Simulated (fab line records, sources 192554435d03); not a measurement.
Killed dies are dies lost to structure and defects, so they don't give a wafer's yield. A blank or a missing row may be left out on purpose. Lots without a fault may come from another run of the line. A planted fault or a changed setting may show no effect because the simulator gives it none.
Chamber matching | flow n5_finfet | N5_BEOL_M6_ETCH_61 on rie_diel-01: 4 sister chambers
The step etches SiARC in CF4, target depth 45.5 nm, time 75.8 s. 8 wafers are shown with their chamber, then 10 later ones without.

WAFERS WITH THEIR CHAMBER
wafer  | chamber | drypump_motor_current_A (A) | etch_rf_on_time_s (s)
L075.5 | 2       | 5.8                         | 79.8
L080.6 | 2       | 5.8                         | 77.3
L082.5 | 0       | 5.1                         | 72.0
L085.1 | 3       | 5.5                         | 79.7
L085.4 | 1       | 5.5                         | 77.5
L085.5 | 0       | 5.1                         | 72.1
L090.3 | 3       | 5.5                         | 77.5
L090.5 | 1       | 5.6                         | 77.2

WAFERS WITHOUT THEIR CHAMBER
wafer  | drypump_motor_current_A (A) | etch_rf_on_time_s (s)
L090.6 | 5.8                         | 78.2
L095.1 | 5.8                         | 80.0
L095.4 | 5.5                         | 78.5
L095.5 | 5.1                         | 74.4
L097.1 | 5.5                         | 77.4
L097.2 | 5.1                         | 73.3
L097.6 | 5.5                         | 76.9
L096.1 | 5.1                         | 71.9
L096.2 | 5.6                         | 76.0
L096.3 | 5.5                         | 76.4

WHICH CHAMBER EACH WENT THROUGH
wafer  | from the rows above     | in truth
L090.6 | 2                       | 2
L095.1 | 2                       | 2
L095.4 | can't be placed: 3 or 1 | 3
L095.5 | 0                       | 0
L097.1 | can't be placed: 3 or 1 | 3
L097.2 | 0                       | 0
L097.6 | can't be placed: 3 or 1 | 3
L096.1 | 0                       | 0
L096.2 | can't be placed: 1 or 3 | 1
L096.3 | can't be placed: 1 or 3 | 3
Placed correctly: 5 of 10. Can't be placed from these rows: 5 (the true chamber is among the candidates in 5). Placed wrongly: 0.
How it was worked out, from the rows above alone: a wafer's distance from a chamber is the root of the sum, over the readings, of the square of ((its reading less the chamber's mean) divided by the reading's scatter). The wafer belongs to the nearest chamber; if the next one is less than 2 further off, it can't be placed. A chamber's mean is the mean of its shown wafers. The scatter: the root of (the sum of the squares of (reading less its chamber's mean) over the shown wafers, divided by (wafers less chambers)).
